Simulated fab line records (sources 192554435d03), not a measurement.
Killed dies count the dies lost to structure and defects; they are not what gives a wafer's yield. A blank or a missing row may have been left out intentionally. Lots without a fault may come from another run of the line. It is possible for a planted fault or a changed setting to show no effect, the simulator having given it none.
Comparing a struck lot with a sound one    flow n5_finfet    37 steps out of a route of 1938
Sound: wafers L946.1, L946.3, L946.5. Wafers L948.2, L948.4, L948.5 were the ones struck. The cause is given at the end.
Order at every step that has rows: each side's tool, ch and its chambers, its first start. Under that, the readings that differ: sound wafers    struck wafers    difference of the means    sigmas: that difference in standard deviations of wafers without a fault.
alike: same words and numbers on both sides, and readings whose means sit less than 2 such deviations apart. not compared: any withheld reading, any reading some wafer has no value for, any bound like >300 that may hide the same value, and any number with overlapping values for which the record gives no deviation.
A row with sigmas, a row that says differs or no value, or rows on one side alone: a step with any of these is where the two part. Numbers that have no deviation but don't overlap get no sigmas and don't part them. Lack of a reading on every wafer of one side parts them only where that side has two or more wafers.

first, 9 steps without rows for these wafers: N5_WELL_APT_SOFTBAKE_20 (time 60 s); N5_WELL_APT_EXPOSE_22 (exposes mask PWELL, defocus 0 nm, target cd 200 nm); N5_WELL_APT_PEB_23 (peb time 90 s); N5_WELL_APT_DEVELOP_24 (develop time 45 s); N5_WELL_APT_HARDBAKE_29 (time 120 s); N5_WELL_APT_DESCUM_30 (chemistry O2, time 7.9 s); N5_WELL_APT_IMPLANT_31; N5_WELL_APT_IMPLANT_32; N5_WELL_APT_STRIP_33 (strips in SPM, time 900 s).
N5_WELL_APT_RTA_34: time 10 s.
  sound on rtp_anneal-02 ch 0, day 4 22:46; struck on rtp_anneal-01 ch 0, day 5 09:37
reading              sound                 struck                difference  sigmas
lamp_power_pct (%)   13.00 12.95 13.13     11.41 11.42 11.39     -1.62       -28
lamp_zone_1_pct (%)  12.998 13.034 13.009  11.486 11.450 11.388  -1.572      -54
lamp_zone_2_pct (%)  13.022 13.027 13.003  11.461 11.365 11.404  -1.607      -62
lamp_zone_3_pct (%)  13.073 12.987 13.040  11.423 11.408 11.352  -1.639      -59
lamp_zone_4_pct (%)  12.997 13.022 12.985  11.384 11.368 11.431  -1.607      -64
lamp_zone_5_pct (%)  12.941 12.997 12.972  11.375 11.388 11.408  -1.580      -61
lamp_zone_6_pct (%)  12.954 12.896 12.928  11.366 11.324 11.376  -1.571      -54
lamp_zone_7_pct (%)  13.390 13.426 13.422  11.766 11.782 11.741  -1.650      -57
  alike: wafer_temp_C_max
then, 25 steps without rows for these wafers: N5_WELL_APT_OXIDE_STRIP_42 (strips SiO2 in dHF, time 45 s, target depth 12 nm); N5_WELL_APT_PRECLEAN_36 (cleans in O3/DIW, time 45 s); N5_WELL_APT_PRECLEAN_39 (cleans in dHF, time 60 s); N5_WELL_APT_SRD_37 (time 30 s); N5_WELL_APT_EPI_41 (deposits Si from SiH4/H2, target thk 50 nm, time 297.7 s); N5_PMOS_HMC_CHANNEL_EPI_HM_DEP_34 (deposits SiO2 from TEOS/O2, target thk 36 nm, time 6.9 s); N5_PMOS_HMC_CHANNEL_EPI_COAT_31 (time 60 s, resist thk 66 nm); N5_PMOS_HMC_CHANNEL_EPI_COAT_03 (resist thk 205 nm); N5_PMOS_HMC_CHANNEL_EPI_EBR_05; N5_PMOS_HMC_CHANNEL_EPI_SOFTBAKE_04 (time 60 s); N5_PMOS_HMC_CHANNEL_EPI_EXPOSE_06 (exposes mask PMOS HMC BLK, target cd 240 nm); N5_PMOS_HMC_CHANNEL_EPI_PEB_07 (peb time 60 s); N5_PMOS_HMC_CHANNEL_EPI_DEVELOP_08 (develop time 30 s); N5_PMOS_HMC_CHANNEL_EPI_DESCUM_14 (chemistry O2, time 7.9 s); N5_PMOS_HMC_CHANNEL_EPI_ETCH_32 (etches BARC in N2/H2, stops on SiO2, target depth 85.8 nm, time 50.3 s); N5_PMOS_HMC_CHANNEL_EPI_HM_OPEN_15 (chemistry CHF3/O2, target SiO2, target depth 40.6 nm, time 20.3 s); N5_PMOS_HMC_CHANNEL_EPI_STRIP_33 (strips in N2/H2); N5_PMOS_HMC_CHANNEL_EPI_STRIP_17 (strips in SPM, time 750 s); N5_PMOS_HMC_CHANNEL_EPI_ETCH_38 (etches SiO2 in CF4, target depth 1.5 nm); N5_PMOS_HMC_CHANNEL_EPI_FIN_RECESS_16 (chemistry HBr/Cl2, target Si, target depth 54 nm, time 18 s); N5_PMOS_HMC_CHANNEL_EPI_PRECLEAN_36 (cleans in O3/DIW, time 45 s); N5_PMOS_HMC_CHANNEL_EPI_PRECLEAN_18 (cleans in DHF, time 30 s); N5_PMOS_HMC_CHANNEL_EPI_SRD_19 (time 30 s); N5_PMOS_HMC_CHANNEL_EPI_EPI_20 (deposits SiGe30, target thk 59 nm); N5_PMOS_HMC_CHANNEL_EPI_HM_STRIP_35 (strips SiO2 in dHF, material SiO2, target depth 39.6 nm, time 216 s).
-- a jump in the record: the struck wafers' starts before and after are 7 days apart (it breaks off in module PMOS_HMC_CHANNEL_EPI and resumes in module BEOL_M4, where the first step shown is number 1111 of the route) --
N5_BEOL_M4_RC_MEAS_101:
  sound on prober-02 ch 0, day 11 22:32; struck on prober-02 ch 0, day 12 12:35
reading              sound                      struck                     difference  sigmas
IOFF_N_LONG (nA/um)  5.5e-05 5.66e-05 5.51e-05  6.97e-05 7.1e-05 6.93e-05  +1.44e-05   +6
  alike: DIBL_N, DIBL_P, IOFF_N, IOFF_P, ION_N, ION_P, SS_N, SS_P, VT_N, VT_P
-- a jump in the record: the struck wafers' starts before and after are 5 days apart (it breaks off in module BEOL_M4 and resumes in module PASSIVATION, where the first step shown is number 1936 of the route) --
N5_PASSIVATION_PROBE_49:
  sound: prober-02 at day 16 01:28; struck: prober-02 at day 17 07:07
  alike: defect_limited_yield, killed_at_M0_to_M3, killed_at_M4_up, killed_at_contacts, killed_at_front_end, killed_at_other, killed_dies, killed_open, killed_short, sort_bin_5_function, sort_bin_6_memory, sort_n_pass, sort_yield_pct

WHERE THEY PART
Last at N5_BEOL_M4_RC_MEAS_101 as far as this record goes, first at N5_WELL_APT_RTA_34. Later steps at which nothing parts them and some readings are alike: N5_PASSIVATION_PROBE_49.

WHY: what the simulator had put in
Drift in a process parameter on rtp_anneal-01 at N5_WELL_APT_RTA_34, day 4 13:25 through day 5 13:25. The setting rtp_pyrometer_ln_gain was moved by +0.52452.
